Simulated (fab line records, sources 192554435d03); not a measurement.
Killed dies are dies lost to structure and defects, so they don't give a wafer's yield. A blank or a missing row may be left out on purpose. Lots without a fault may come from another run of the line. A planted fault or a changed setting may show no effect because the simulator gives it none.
Chamber matching | flow n5_finfet | N5_DUMMY_GATE_ETCH_42 on rie_diel-04: 4 sister chambers
The step etches SiO2 in CHF3/O2, target depth 3.5 nm, time 31 s. 20 wafers are shown with their chamber, then 10 later ones without.

WAFERS WITH THEIR CHAMBER
wafer  | chamber | throttle_valve_pct (%) | showerhead_plenum_p_Torr (Torr) | oes_o_777_au (a.u.)
L074.3 | 0       | 18.95                  | 2.32                            | 0.74
L074.5 | 2       | 18.36                  | 2.50                            | 0.77
L074.6 | 1       | 19.02                  | 2.40                            | 0.70
L078.1 | 0       | 18.95                  | 2.32                            | 0.73
L078.3 | 1       | 19.04                  | 2.40                            | 0.69
L078.6 | 3       | 19.20                  | 2.39                            | 0.75
L081.2 | 2       | 18.40                  | 2.50                            | 0.75
L081.5 | 0       | 18.97                  | 2.32                            | 0.73
L081.6 | 1       | 19.04                  | 2.40                            | 0.70
L082.1 | 1       | 19.06                  | 2.40                            | 0.70
L082.2 | 2       | 18.40                  | 2.50                            | 0.75
L082.3 | 0       | 18.98                  | 2.32                            | 0.73
L084.3 | 0       | 18.97                  | 2.32                            | 0.72
L084.4 | 1       | 19.06                  | 2.40                            | 0.69
L084.6 | 0       | 18.98                  | 2.32                            | 0.72
L085.2 | 1       | 19.06                  | 2.39                            | 0.68
L085.4 | 2       | 18.40                  | 2.49                            | 0.75
L085.5 | 2       | 18.40                  | 2.49                            | 0.74
L087.3 | 2       | 18.42                  | 2.49                            | 0.74
L087.4 | 0       | 18.99                  | 2.31                            | 0.71

SIGNATURES (means of the wafers above)
reading                  | chamber 0 | chamber 1 | chamber 2 | chamber 3 | scatter within a chamber
throttle_valve_pct       | 18.9700   | 19.0467   | 18.3967   | 19.2000   | 0.0171
showerhead_plenum_p_Torr | 2.3186    | 2.3983    | 2.4950    | 2.3900    | 0.00447
oes_o_777_au             | 0.7257    | 0.6933    | 0.7500    | 0.7500    | 0.0097
Rule: a wafer's distance from a chamber is the root of the sum, over the readings, of the square of ((its reading less the chamber's mean) divided by the reading's scatter). The wafer belongs to the nearest chamber; if the next one is less than 2 further off, it can't be placed. The scatter: the root of (the sum of the squares of (reading less its chamber's mean) over the shown wafers, divided by (wafers less chambers)).

WAFERS WITHOUT THEIR CHAMBER
wafer  | throttle_valve_pct (%) | showerhead_plenum_p_Torr (Torr) | oes_o_777_au (a.u.)
L087.5 | 19.06                  | 2.39                            | 0.69
L091.1 | 18.44                  | 2.49                            | 0.73
L091.2 | 18.98                  | 2.31                            | 0.71
L091.6 | 19.08                  | 2.39                            | 0.68
L094.1 | 19.24                  | 2.39                            | 0.75
L094.2 | 19.01                  | 2.31                            | 0.71
L094.3 | 18.45                  | 2.48                            | 0.73
L097.1 | 19.25                  | 2.38                            | 0.74
L097.3 | 19.01                  | 2.30                            | 0.70
L097.5 | 18.47                  | 2.48                            | 0.72

WHICH CHAMBER EACH WENT THROUGH
wafer  | from the rows above | in truth
L087.5 | 1                   | 1
L091.1 | 2                   | 2
L091.2 | 0                   | 0
L091.6 | 1                   | 1
L094.1 | 3                   | 3
L094.2 | 0                   | 0
L094.3 | 2                   | 2
L097.1 | 3                   | 3
L097.3 | 0                   | 0
L097.5 | 2                   | 2
Placed correctly: 10 of 10. Can't be placed from these rows: 0. Placed wrongly: 0.
